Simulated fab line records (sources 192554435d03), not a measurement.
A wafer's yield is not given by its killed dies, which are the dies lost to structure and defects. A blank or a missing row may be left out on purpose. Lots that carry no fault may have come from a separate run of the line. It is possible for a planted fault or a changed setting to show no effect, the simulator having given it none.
fab line records + flow n5Finfet + part 1 of 2: steps 1 to 6 of 7
record
- lots=8
- wafers=24
- lastDay=19
route steps=1938 shown FIN_CUT@175 STI_FIN_REVEAL@196 BEOL_M4@1111 PASSIVATION@1936
lots that met no fault: from a run of the same line without faults
startH: start of the lot's first displayed wafer, in hours after the record's first day + waitH: hours from the lot's prior step to this one + " as in the row above + L1.1+2: one row covering several wafers at once + - no value present, or no start provided + * or withheld: withheld + < > ~ a bound
route shown NAME@n: a module of which the file shows steps, and the number in the route of the first + usual: average and standard deviation across the fault-free wafers + same: alike in all rows + chamber/n: place in a boat + sites: per-site readings + _std_site: the values' standard deviation + _edge_site: mean of outer sites minus mean of inner sites + radiusMm: how far each site lies from the wafer's centre + mask NAME#n: copy n + behind: the most recent tool/chamber to have shaped the wafer + hold: why the lot went on hold/how many hours it stayed there/how the hold came to an end + device: the n, p or np transistor that did not switch + end of line: the tests these same wafers got at the end of their route + a step given without rows: its recipe and nothing more + killed: count of dies lost to structure and defects at first sort (not the wafer's yield) + map: per-die view of a wafer (x killed, . not killed, _ where there is no die)
set.NAME: the setting as run; set.NAME@STEP: as run at that earlier step + model.NAME: the simulator's own value behind a step, which no gauge read
one table for each step of the route and one row for each wafer, over a sample of lots
services: from which hour (startH, from the record's first day; less than 0 if before it) a tool's chamber was out of use, for how many hours, and why
## steps
# step N5_FIN_CUT_PRECLEAN_35
# recipe
- timeS=13.3
- tempC=45
- pressureTorr=125
- pHfTorr=3
- pCoreactantTorr=25
- chemistry=vHF
# usual
- drypumpMotorCurrentA=5.5/0.53
# same
- timeS=13.3
| lot.wafer | tool         | chamber | startH | waitH | drypumpMotorCurrentA |
|-----------|--------------|---------|--------|-------|----------------------|
| L246.2    | vaporEtch-01 | 1       | 33.28  | 0.0   | 5.5                  |
| L246.4    | "            | 1       | "      | "     | 5.5                  |
| L246.6    | "            | 0       | "      | "     | 5.1                  |
| L252.2    | vaporEtch-02 | 0       | 69.31  | 0.0   | 5.1                  |
| L252.3    | "            | 1       | "      | "     | 6.3                  |
| L252.5    | "            | 0       | "      | "     | 5.1                  |
| L260.2    | vaporEtch-02 | 0       | 120.06 | 0.0   | 5.1                  |
| L260.3    | "            | 0       | "      | "     | 5.0                  |
| L260.4    | "            | 1       | "      | "     | 6.3                  |
| L261.1    | vaporEtch-01 | 0       | 123.24 | 0.0   | 5.0                  |
| L261.3    | "            | 1       | "      | "     | 5.5                  |
| L261.6    | "            | 0       | "      | "     | 5.1                  |
| L262.2    | vaporEtch-01 | 0       | 129.44 | 0.0   | 5.1                  |
| L262.5    | "            | 1       | "      | "     | 5.5                  |
| L262.6    | "            | 0       | "      | "     | 5.1                  |
| L263.1    | vaporEtch-01 | 0       | 135.40 | 0.0   | 5.1                  |
| L263.5    | "            | 1       | "      | "     | 5.5                  |
| L263.6    | "            | 0       | "      | "     | 5.1                  |
| L264.2    | vaporEtch-01 | 1       | 142.38 | 0.0   | 5.5                  |
| L264.4    | "            | 0       | "      | "     | 5.0                  |
| L264.6    | "            | 1       | "      | "     | 5.5                  |
| L267.1    | vaporEtch-02 | 0       | 160.08 | 0.0   | 5.0                  |
| L267.3    | "            | 0       | "      | "     | 5.1                  |
| L267.4    | "            | 1       | "      | "     | 6.3                  |
# step N5_FIN_CUT_CUT_ETCH_28
# recipe
- chemistry=HBr/Cl2/O2
- target=Si
- targetDepthA=60
- maskMaterial=SOC
- timeS=2.4
- ionEnergyEv=*
- biasW=*
- pressureMtorr=10
- icpW=800
- HBr_flow_sccm=150
- Cl2_flow_sccm=80
- O2_flow_sccm=12
# usual
- HBr_flow_sccm=150.1/0.47
- O2_flow_sccm=12.00/0.039
- drypumpMotorCurrentA=6.0/0.38
- oesProductAu=0.996/0.0096
- throttleValvePct=37.10/0.25
# same
- timeS=2.4
| lot.wafer | tool     | chamber | startH | waitH | HBr_flow_sccm | O2_flow_sccm | drypumpMotorCurrentA | oesProductAu | rfHoursCounterH | throttleValvePct |
|-----------|----------|---------|--------|-------|---------------|--------------|----------------------|--------------|-----------------|------------------|
| L246.2    | rieSi-02 | 0       | 33.42  | 0.0   | 150.0         | 11.99        | 6.1                  | 1.006        | 2               | 37.13            |
| L246.4    | "        | 1       | "      | "     | 150.2         | 12.04        | 5.5                  | 0.990        | 147             | 37.03            |
| L246.6    | "        | 1       | "      | "     | 150.3         | 11.99        | 5.5                  | 0.994        | -               | 37.03            |
| L252.2    | rieSi-03 | 2       | 69.44  | 0.0   | 150.7         | 11.92        | 5.8                  | 0.990        | 50              | 37.06            |
| L252.3    | "        | 3       | "      | "     | 150.1         | 12.03        | 5.4                  | 0.990        | 92              | 36.79            |
| L252.5    | "        | 2       | "      | "     | 150.7         | 11.96        | 5.8                  | 0.988        | -               | 37.07            |
| L260.2    | rieSi-02 | 0       | 120.19 | 0.0   | 150.0         | 11.99        | 6.0                  | 0.998        | 4               | 37.15            |
| L260.3    | "        | 1       | "      | "     | 149.8         | 11.99        | 5.5                  | 0.985        | 149             | 37.02            |
| L260.4    | "        | 3       | "      | "     | 149.4         | 11.97        | 6.4                  | 1.001        | 105             | 37.65            |
| L261.1    | rieSi-01 | 1       | 123.37 | 0.0   | 150.1         | 12.04        | 5.8                  | 0.990        | 166             | 36.90            |
| L261.3    | "        | 3       | "      | "     | 150.2         | 11.95        | 6.2                  | 1.009        | 190             | 37.35            |
| L261.6    | "        | 1       | "      | "     | 149.8         | 12.01        | 5.8                  | 0.990        | -               | 36.92            |
| L262.2    | rieSi-02 | 1       | 129.58 | 0.0   | 150.8         | 12.06        | 5.5                  | 0.993        | 149             | 37.02            |
| L262.5    | "        | 2       | "      | "     | 150.0         | 12.01        | 6.6                  | 0.988        | -               | 37.06            |
| L262.6    | "        | 3       | "      | "     | 149.6         | 11.93        | 6.4                  | 1.009        | -               | 37.65            |
| L263.1    | rieSi-01 | 1       | 135.54 | 0.0   | 150.4         | 11.99        | 5.8                  | 0.992        | 166             | 36.92            |
| L263.5    | "        | 0       | "      | "     | 149.7         | 12.01        | 6.0                  | 0.991        | -               | 37.39            |
| L263.6    | "        | 3       | "      | "     | 149.6         | 12.01        | 6.2                  | 1.008        | -               | 37.37            |
| L264.2    | rieSi-01 | 1       | 142.51 | 0.0   | 149.7         | 12.03        | 5.8                  | 0.986        | 166             | 36.94            |
| L264.4    | "        | 0       | "      | "     | 149.8         | 12.02        | 6.0                  | 0.989        | 87              | 37.39            |
| L264.6    | "        | 0       | "      | "     | 150.1         | 11.96        | 6.0                  | 0.982        | -               | 37.37            |
| L267.1    | rieSi-01 | 1       | 160.21 | 0.0   | 149.5         | 11.97        | 5.8                  | 0.991        | 166             | 36.93            |
| L267.3    | "        | 2       | "      | "     | 150.5         | 11.98        | 6.2                  | 1.016        | 132             | 37.00            |
| L267.4    | "        | 3       | "      | "     | 149.2         | 11.93        | 6.2                  | 1.010        | 191             | 37.36            |
# step N5_STI_FIN_REVEAL_RECESS_09
# recipe
- chemistry=HF/NH3
- target=SiO2
- afsCycles=11
- targetDepthA=425
- tempC=30
- sublimationTempC=180
- sublimationTimeS=60
# usual
- drypumpMotorCurrentA=5.5/0.52
- sublimationTempC=180.01/0.14
| lot.wafer | tool         | chamber | startH | waitH | drypumpMotorCurrentA | sublimationTempC |
|-----------|--------------|---------|--------|-------|----------------------|------------------|
| L246.2    | vaporEtch-01 | 1       | 39.83  | 0.0   | 5.5                  | 179.98           |
| L246.4    | "            | 1       | "      | "     | 5.5                  | 179.92           |
| L246.6    | "            | 1       | "      | "     | 5.5                  | 180.12           |
| L252.2    | vaporEtch-02 | 1       | 75.77  | 0.0   | 6.3                  | 180.20           |
| L252.3    | "            | 1       | "      | "     | 6.3                  | 180.08           |
| L252.5    | "            | 1       | "      | "     | 6.3                  | 180.25           |
| L260.2    | vaporEtch-02 | 1       | 126.78 | 0.0   | 6.3                  | 180.03           |
| L260.3    | "            | 1       | "      | "     | 6.3                  | 179.89           |
| L260.4    | "            | 0       | "      | "     | 5.1                  | 179.52           |
| L261.1    | vaporEtch-02 | 1       | 129.65 | 0.0   | 6.4                  | 179.87           |
| L261.3    | "            | 0       | "      | "     | 5.1                  | 180.16           |
| L261.6    | "            | 1       | "      | "     | 6.4                  | 180.03           |
| L262.2    | vaporEtch-02 | 1       | 136.02 | 0.0   | 6.3                  | 179.82           |
| L262.5    | "            | 0       | 137.08 | 1.1   | 5.0                  | 179.96           |
| L262.6    | "            | 1       | "      | "     | 6.3                  | 179.99           |
| L263.1    | vaporEtch-02 | 0       | 141.93 | 0.0   | 5.1                  | 180.17           |
| L263.5    | "            | 0       | 142.99 | 1.1   | 5.1                  | 179.93           |
| L263.6    | "            | 1       | "      | "     | 6.3                  | 179.88           |
| L264.2    | vaporEtch-02 | 1       | 149.16 | 0.0   | 6.3                  | 179.96           |
| L264.4    | "            | 1       | "      | "     | 6.3                  | 180.04           |
| L264.6    | "            | 1       | "      | "     | 6.3                  | 180.14           |
| L267.1    | vaporEtch-02 | 1       | 166.42 | 0.0   | 6.3                  | 180.23           |
| L267.3    | "            | 1       | "      | "     | 6.3                  | 180.29           |
| L267.4    | "            | 0       | "      | "     | 5.0                  | 180.08           |
# step N5_STI_FIN_REVEAL_ETCH_34
# recipe
- chemistry=H2
- mode=isotropic
- material=Si
- target=Si
- targetDepthA=9.7
- tempC=20
- pressureMtorr=4.5
- icpW=300
- biasW=0
- h2FlowSccm=7.5
- heFlowSccm=142.5
# usual
- biasW=0/0
- chamberPressureMTorr=4.500/0.0039
- drypumpMotorCurrentA=5.8/0.46
- heFlowSccm=142.5/0.45
- oesProductAu=1.010/0.019
- throttleValvePct=25.8/0.43
| lot.wafer | tool     | chamber | startH | waitH | biasW | chamberPressureMTorr | drypumpMotorCurrentA | heFlowSccm | oesProductAu | rfHoursCounterH | throttleValvePct |
|-----------|----------|---------|--------|-------|-------|----------------------|----------------------|------------|--------------|-----------------|------------------|
| L246.2    | rieSi-05 | 2       | 41.93  | 0.1   | 0     | 4.500                | 6.7                  | 143.3      | 0.976        | 0               | 26.5             |
| L246.4    | "        | 1       | "      | "     | 0     | 4.506                | 6.0                  | 142.5      | 1.012        | 98              | 26.6             |
| L246.6    | "        | 3       | "      | "     | 0     | 4.502                | 6.1                  | 142.5      | 0.986        | -               | 25.5             |
| L252.2    | rieSi-04 | 3       | 78.40  | 0.1   | 0     | 4.496                | 5.4                  | 142.9      | 1.023        | 140             | 26.0             |
| L252.3    | "        | 0       | "      | "     | 0     | 4.494                | 5.9                  | 142.9      | 0.977        | 23              | 25.5             |
| L252.5    | "        | 3       | "      | "     | 0     | 4.500                | 5.4                  | 142.5      | 1.014        | -               | 26.0             |
| L260.2    | rieSi-04 | 2       | 128.87 | 0.1   | 0     | 4.504                | 6.5                  | 142.6      | 1.029        | 110             | 26.1             |
| L260.3    | "        | 0       | "      | "     | 0     | 4.502                | 5.8                  | 142.4      | 0.978        | 24              | 25.5             |
| L260.4    | "        | 1       | "      | "     | 0     | 4.499                | 5.7                  | 142.0      | 1.015        | 40              | 25.2             |
| L261.1    | rieSi-04 | 1       | 131.74 | 0.2   | -     | -                    | -                    | -          | -            | -               | -                |
| L261.3    | "        | 0       | "      | "     | -     | -                    | -                    | -          | -            | -               | -                |
| L261.6    | "        | 2       | "      | "     | -     | -                    | -                    | -          | -            | -               | -                |
| L262.2    | rieSi-04 | 1       | 138.11 | 0.1   | -     | -                    | -                    | -          | -            | -               | -                |
| L262.5    | "        | 2       | "      | "     | -     | -                    | -                    | -          | -            | -               | -                |
| L262.6    | "        | 3       | "      | "     | -     | -                    | -                    | -          | -            | -               | -                |
| L263.1    | rieSi-04 | 3       | 144.02 | 0.2   | 0     | 4.503                | 5.4                  | 142.8      | 1.018        | 141             | 26.0             |
| L263.5    | "        | 0       | "      | "     | 0     | 4.504                | 5.8                  | 142.9      | 0.982        | -               | 25.5             |
| L263.6    | "        | 3       | "      | "     | 0     | 4.496                | 5.4                  | 142.2      | 1.022        | -               | 26.0             |
| L264.2    | rieSi-05 | 2       | 151.26 | 0.1   | 0     | 4.496                | 6.7                  | 143.0      | 0.988        | 2               | 26.5             |
| L264.4    | "        | 0       | "      | "     | 0     | 4.503                | 5.3                  | 142.7      | 0.983        | 1               | 25.4             |
| L264.6    | "        | 3       | "      | "     | 0     | 4.500                | 6.1                  | 142.0      | 0.997        | -               | 25.5             |
| L267.1    | rieSi-04 | 3       | 168.57 | 0.2   | 0     | 4.503                | 5.4                  | 141.7      | 1.026        | 141             | 26.0             |
| L267.3    | "        | 0       | "      | "     | 0     | 4.508                | 5.8                  | 142.2      | 0.984        | 25              | 25.5             |
| L267.4    | "        | 1       | "      | "     | 0     | 4.496                | 5.8                  | 142.7      | 1.033        | 40              | 25.2             |
# step N5_STI_FIN_REVEAL_CD_MEAS_22
# recipe
- targetCdNm=6.238
- pitchNm=28
- polarity=line
# usual
- cdNm=6.28/0.24
| lot.wafer | tool     | chamber | startH | waitH | cdNm |
|-----------|----------|---------|--------|-------|------|
| L246.2    | cdSem-01 | -       | 42.57  | 0.0   | 6.29 |
| L246.4    | "        | -       | "      | "     | 6.41 |
| L246.6    | "        | -       | "      | "     | 6.17 |
| L252.2    | cdSem-01 | -       | 78.97  | 0.0   | 6.51 |
| L252.3    | "        | -       | "      | "     | 6.42 |
| L252.5    | "        | -       | "      | "     | 6.36 |
| L260.2    | cdSem-01 | -       | 129.45 | 0.0   | 6.37 |
| L260.3    | "        | -       | "      | "     | 6.03 |
| L260.4    | "        | -       | "      | "     | 6.07 |
| L261.1    | cdSem-01 | -       | 132.32 | 0.0   | 8.31 |
| L261.3    | "        | -       | "      | "     | 8.47 |
| L261.6    | "        | -       | "      | "     | 8.10 |
| L262.2    | cdSem-03 | -       | 138.69 | 0.0   | 8.16 |
| L262.5    | "        | -       | "      | "     | 8.42 |
| L262.6    | "        | -       | "      | "     | 8.08 |
| L263.1    | cdSem-02 | -       | 144.66 | 0.0   | 6.73 |
| L263.5    | "        | -       | "      | "     | 6.30 |
| L263.6    | "        | -       | "      | "     | 6.57 |
| L264.2    | cdSem-01 | -       | 151.84 | 0.0   | 6.16 |
| L264.4    | "        | -       | "      | "     | 6.07 |
| L264.6    | "        | -       | "      | "     | 5.95 |
| L267.1    | cdSem-02 | -       | 169.20 | 0.0   | 6.44 |
| L267.3    | "        | -       | "      | "     | 6.27 |
| L267.4    | "        | -       | "      | "     | 6.52 |
# step N5_BEOL_M4_RC_MEAS_101
# usual
- DIBL_N=36.4/1.4
- DIBL_P=36.4/1.5
- IOFF_N=0.156/0.022
- IOFF_N_85C=3.0/0.37
- IOFF_N_LIN=0.072/0.0089
- IOFF_N_LONG=5.45e-05/2.8e-06
- IOFF_P=0.210/0.023
- IOFF_P_85C=3.6/0.33
- IOFF_P_LIN=0.099/0.0086
- IOFF_P_LONG=0.000106/7.3e-06
- ION_N=675/9.1
- ION_P=463/5.7
- REXT_N=75.8/1.8
- REXT_P=99.9/2.1
- SS_N=71.6/0.45
- SS_P=73.3/0.56
- VT_N=250/3.1
- VT_N_LONG=275.5/2.3
- VT_N_LVT=99/3.1
- VT_P=-250.3/2.3
- VT_P_LONG=-275.4/2.8
- VT_P_LVT=-99.2/2
| lot.wafer | tool      | chamber | startH | waitH | DIBL_N[mV/V] | DIBL_P[mV/V] | IOFF_N[nA/um] | IOFF_N_85C[nA/um] | IOFF_N_LIN[nA/um] | IOFF_N_LONG[nA/um] | IOFF_P[nA/um] | IOFF_P_85C[nA/um] | IOFF_P_LIN[nA/um] | IOFF_P_LONG[nA/um] | ION_N[uA/um] | ION_P[uA/um] | REXT_N[ohm.um] | REXT_P[ohm.um] | SS_N[mV/dec] | SS_P[mV/dec] | VT_N[mV] | VT_N_LONG[mV] | VT_N_LVT[mV] | VT_P[mV] | VT_P_LONG[mV] | VT_P_LVT[mV] |
|-----------|-----------|---------|--------|-------|--------------|--------------|---------------|-------------------|-------------------|--------------------|---------------|-------------------|-------------------|--------------------|--------------|--------------|----------------|----------------|--------------|--------------|----------|---------------|--------------|----------|---------------|--------------|
| L246.2    | prober-01 | 0       | 202.31 | 0.2   | 36.4         | 38.4         | 0.172         | 3.3               | 0.079             | 5.27e-05           | 0.220         | 3.7               | 0.101             | 0.000107           | 680          | 464          | 75.4           | 104.4          | 71.4         | 73.1         | 248      | 277.0         | 97           | -247.6   | -277.4        | -97.2        |
| L246.4    | "         | 0       | "      | "     | 34.4         | 36.0         | 0.147         | 2.8               | 0.069             | 5.32e-05           | 0.183         | 3.2               | 0.089             | 0.000105           | 676          | 466          | 76.3           | 107.4          | 71.8         | 73.3         | 251      | 275.1         | 98           | -254.1   | -278.5        | -99.8        |
| L246.6    | "         | 0       | "      | "     | 35.7         | 37.3         | 0.159         | 3.1               | 0.074             | 5.3e-05            | 0.201         | 3.5               | 0.094             | 0.000104           | 680          | 463          | 75.1           | 106.6          | 71.4         | 73.2         | 252      | 274.9         | 97           | -251.3   | -275.0        | -98.4        |
| L252.2    | prober-02 | 0       | 234.52 | 0.2   | 37.4         | 37.3         | 0.160         | 3.2               | 0.075             | 5.17e-05           | 0.195         | 3.4               | 0.093             | 9.7e-05            | 667          | 455          | 77.3           | 99.6           | 71.1         | 73.6         | 248      | 276.6         | 100          | -254.0   | -278.4        | -102.6       |
| L252.3    | "         | 0       | "      | "     | 37.6         | 37.7         | 0.155         | 3.1               | 0.072             | 5.06e-05           | 0.200         | 3.5               | 0.093             | 9.8e-05            | 667          | 455          | 77.1           | 98.8           | 71.7         | 73.8         | 253      | 277.4         | 102          | -252.8   | -279.1        | -103.4       |
| L252.5    | "         | 0       | "      | "     | 37.8         | 37.5         | 0.163         | 3.2               | 0.076             | 5.12e-05           | 0.206         | 3.6               | 0.097             | 9.9e-05            | 670          | 464          | 78.6           | 98.4           | 71.4         | 73.9         | 249      | 281.7         | 100          | -251.3   | -279.1        | -101.5       |
| L260.2    | prober-01 | 0       | 280.29 | 0.2   | 36.2         | 33.8         | 0.155         | 3.0               | 0.069             | 5.44e-05           | 0.191         | 3.4               | 0.095             | 0.000108           | 677          | 456          | 77.5           | 100.9          | 71.6         | 72.4         | 248      | 274.9         | 100          | -249.8   | -275.1        | -101.0       |
| L260.3    | "         | 0       | "      | "     | 37.6         | 36.6         | 0.175         | 3.4               | 0.079             | 5.47e-05           | 0.228         | 3.8               | 0.107             | 0.00011            | 684          | 468          | 76.6           | 99.7           | 71.5         | 73.7         | 249      | 275.3         | 99           | -247.9   | -273.2        | -99.0        |
| L260.4    | "         | 0       | "      | "     | 37.3         | 36.0         | 0.173         | 3.4               | 0.079             | 5.37e-05           | 0.223         | 3.8               | 0.106             | 0.000103           | 687          | 465          | 76.9           | 99.5           | 71.4         | 73.1         | 248      | 276.2         | 98           | -247.1   | -273.6        | -100.0       |
| L261.1    | prober-01 | 0       | 289.62 | 0.0   | 48.7         | 53.6         | 0.803         | 12.0              | 0.360             | 8.48e-05           | 0.712         | 10.2              | 0.333             | 0.000132           | 771          | 512          | 65.5           | 91.2           | 74.1         | 77.2         | 224      | 261.1         | 72           | -235.1   | -264.8        | -83.9        |
| L261.3    | "         | 0       | "      | "     | 48.8         | 52.9         | 0.814         | 12.1              | 0.366             | 8.19e-05           | 0.747         | 10.5              | 0.343             | 0.000132           | 769          | 509          | 65.3           | 91.0           | 74.7         | 77.5         | 223      | 260.8         | 72           | -233.6   | -265.5        | -82.7        |
| L261.6    | "         | 0       | "      | "     | 49.8         | 55.1         | 0.889         | 12.9              | 0.392             | 8.36e-05           | 0.801         | 11.2              | 0.356             | 0.000134           | 781          | 508          | 65.9           | 90.9           | 74.0         | 77.5         | 223      | 260.3         | 71           | -232.2   | -267.2        | -83.0        |
| L262.2    | prober-01 | 0       | 301.47 | 0.2   | 48.8         | 52.1         | 0.785         | 12.1              | 0.373             | 9.1e-05            | 0.703         | 9.9               | 0.315             | 0.000132           | 771          | 505          | 67.7           | 87.8           | 74.0         | 78.2         | 223      | 255.9         | 69           | -235.7   | -266.5        | -82.5        |
| L262.5    | "         | 0       | "      | "     | 47.4         | 50.3         | 0.719         | 11.1              | 0.349             | 9.15e-05           | 0.631         | 9.1               | 0.295             | 0.000132           | 777          | 508          | 67.1           | 88.3           | 73.8         | 76.9         | 223      | 256.9         | 69           | -236.3   | -266.0        | -82.8        |
| L262.6    | "         | 0       | "      | "     | 49.6         | 52.9         | 0.875         | 13.1              | 0.412             | 9.19e-05           | 0.743         | 10.4              | 0.327             | 0.000136           | 780          | 516          | 67.9           | 87.1           | 74.3         | 77.6         | 219      | 258.6         | 66           | -235.2   | -270.6        | -81.1        |
| L263.1    | prober-02 | 0       | 306.09 | 0.0   | 39.0         | 37.6         | 0.191         | 3.5               | 0.085             | 5.41e-05           | 0.251         | 4.2               | 0.112             | 0.000116           | 683          | 470          | 77.9           | 98.5           | 72.0         | 73.5         | 250      | 275.0         | 98           | -247.7   | -273.8        | -96.8        |
| L263.5    | "         | 0       | "      | "     | 37.2         | 35.8         | 0.156         | 3.0               | 0.073             | 5.27e-05           | 0.227         | 3.9               | 0.108             | 0.000111           | 678          | 469          | 79.0           | 98.8           | 71.0         | 73.2         | 251      | 275.2         | 101          | -247.3   | -272.0        | -97.3        |
| L263.6    | "         | 0       | "      | "     | 37.0         | 35.3         | 0.150         | 2.9               | 0.070             | 5.28e-05           | 0.210         | 3.6               | 0.100             | 0.000116           | 674          | 462          | 78.5           | 99.1           | 71.3         | 73.4         | 253      | 277.9         | 102          | -249.9   | -271.2        | -99.0        |
| L264.2    | prober-02 | 0       | 311.12 | 0.2   | 34.7         | 36.0         | 0.134         | 2.7               | 0.064             | 5.6e-05            | 0.192         | 3.4               | 0.096             | 0.000112           | 678          | 465          | 78.0           | 98.2           | 71.1         | 72.3         | 252      | 271.7         | 100          | -251.0   | -274.4        | -98.6        |
| L264.4    | "         | 0       | "      | "     | 34.6         | 35.4         | 0.130         | 2.6               | 0.062             | 5.45e-05           | 0.187         | 3.3               | 0.093             | 0.000109           | 661          | 459          | 79.0           | 98.7           | 71.7         | 72.1         | 251      | 273.9         | 99           | -251.1   | -274.5        | -98.3        |
| L264.6    | "         | 0       | "      | "     | 33.9         | 34.7         | 0.116         | 2.4               | 0.058             | 5.51e-05           | 0.168         | 3.0               | 0.086             | 0.000111           | 665          | 456          | 78.7           | 98.6           | 71.0         | 72.4         | 254      | 273.8         | 103          | -252.2   | -274.6        | -100.9       |
| L267.1    | prober-02 | 0       | 327.70 | 0.0   | 37.2         | 38.6         | 0.187         | 3.5               | 0.087             | 5.46e-05           | 0.259         | 4.3               | 0.115             | 0.000104           | 685          | 477          | 76.5           | 99.5           | 72.3         | 73.5         | 246      | 275.0         | 94           | -249.3   | -275.1        | -94.9        |
| L267.3    | "         | 0       | "      | "     | 36.8         | 37.0         | 0.166         | 3.3               | 0.077             | 5.59e-05           | 0.228         | 3.8               | 0.106             | 0.000108           | 671          | 465          | 75.1           | 99.0           | 72.1         | 74.1         | 248      | 274.1         | 97           | -249.0   | -274.3        | -95.9        |
| L267.4    | "         | 0       | "      | "     | 35.9         | 35.9         | 0.152         | 3.0               | 0.072             | 5.53e-05           | 0.212         | 3.6               | 0.099             | 0.000103           | 675          | 467          | 76.2           | 100.4          | 71.6         | 73.8         | 249      | 276.1         | 99           | -250.1   | -274.9        | -97.7        |
## key
firstSign
- step=N5_STI_FIN_REVEAL_ETCH_34
- reading=toolRecord
- direction=missing
effect
- step=N5_STI_FIN_REVEAL_CD_MEAS_22
- reading=cdNm
- direction=up
- sigmas=8.2
- usual=6.28
- struck=8.26
effect
- step=N5_BEOL_M4_RC_MEAS_101
- reading=IOFF_N_LIN
- direction=up
- sigmas=34
- usual=0.072
- struck=0.375
effect
- step=N5_BEOL_M4_RC_MEAS_101
- reading=IOFF_N
- direction=up
- sigmas=30
- usual=0.156
- struck=0.814
effect
- step=N5_BEOL_M4_RC_MEAS_101
- reading=IOFF_P_LIN
- direction=up
- sigmas=27
- usual=0.099
- struck=0.328
effect
- step=N5_BEOL_M4_RC_MEAS_101
- reading=IOFF_N_85C
- direction=up
- sigmas=25
- usual=3.0
- struck=12.2
effect
- step=N5_BEOL_M4_RC_MEAS_101
- reading=IOFF_P
- direction=up
- sigmas=23
- usual=0.210
- struck=0.723
effect
- step=N5_BEOL_M4_RC_MEAS_101
- reading=IOFF_P_85C
- direction=up
- sigmas=20
- usual=3.6
- struck=10.2
effect
- step=N5_BEOL_M4_RC_MEAS_101
- reading=IOFF_N_LONG
- direction=up
- sigmas=12
- usual=5.45e-05
- struck=8.74e-05
effect
- step=N5_BEOL_M4_RC_MEAS_101
- reading=ION_N
- direction=up
- sigmas=11
- usual=675
- struck=775
effect
- step=N5_BEOL_M4_RC_MEAS_101
- reading=DIBL_P
- direction=up
- sigmas=11
- usual=36.4
- struck=52.8
effect
- step=N5_BEOL_M4_RC_MEAS_101
- reading=VT_N_LVT
- direction=down
- sigmas=9.5
- usual=99
- struck=70
effect
- step=N5_BEOL_M4_RC_MEAS_101
- reading=VT_N
- direction=down
- sigmas=8.8
- usual=250
- struck=223
effect
- step=N5_BEOL_M4_RC_MEAS_101
- reading=DIBL_N
- direction=up
- sigmas=8.6
- usual=36.4
- struck=48.9
effect
- step=N5_PASSIVATION_PROBE_49
- reading=sort_bin_4_leakage
- direction=up
- sigmas=99+
- usual=0
- struck=91.96
metAt N5_STI_FIN_REVEAL_ETCH_34
struckLots L261,L262
notActingAt N5_FIN_CUT_PRECLEAN_35,N5_FIN_CUT_CUT_ETCH_28,N5_STI_FIN_REVEAL_RECESS_09
onsetBetween 128.87 131.74
fault
- kind=skippedStepWhole
- tool=rieSi-04
- chamber=-
- onsetH=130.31
- steps=N5_STI_FIN_REVEAL_ETCH_34
- scope=struckLotsOnly
